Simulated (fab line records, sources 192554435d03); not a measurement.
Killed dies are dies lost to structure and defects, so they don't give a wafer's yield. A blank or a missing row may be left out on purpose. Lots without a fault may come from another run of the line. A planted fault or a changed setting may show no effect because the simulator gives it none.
Chamber matching | flow n5_finfet | N5_BEOL_M7_DEP_56 on pecvd-02: 3 sister chambers
The step deposits SiCN from 3MS/NH3, target thk 10 nm, time 17.5 s. 3 wafers are shown with their chamber, then 7 later ones without.

WAFERS WITH THEIR CHAMBER
wafer  | chamber | throttle_valve_pct (%)
L088.6 | 2       | 8.2
L092.2 | 1       | 9.8
L092.4 | 0       | 10.1

WAFERS WITHOUT THEIR CHAMBER
wafer  | throttle_valve_pct (%)
L092.5 | 9.7
L095.2 | 8.7
L095.4 | 8.7
L095.5 | 9.6
L097.3 | 9.8
L097.4 | 9.6
L097.6 | 10.1

WHICH CHAMBER EACH WENT THROUGH
wafer  | from the rows above     | in truth
L092.5 | can't be placed: 1 or 0 | 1
L095.2 | 2                       | 2
L095.4 | 2                       | 2
L095.5 | can't be placed: 1 or 0 | 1
L097.3 | can't be placed: 1 or 0 | 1
L097.4 | can't be placed: 1 or 0 | 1
L097.6 | can't be placed: 0 or 1 | 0
Placed correctly: 2 of 7. Can't be placed from these rows: 5 (the true chamber is among the candidates in 5). Placed wrongly: 0.
How it was worked out, from the rows above alone: a wafer's distance from a chamber is the root of the sum, over the readings, of the square of ((its reading less the chamber's mean) divided by the reading's scatter). The wafer belongs to the nearest chamber; if the next one is less than 2 further off, it can't be placed. A chamber's mean is the mean of its shown wafers. The scatter: with one shown wafer a chamber, the root of the mean of the squares of how far each hidden wafer lies from its nearest shown one.
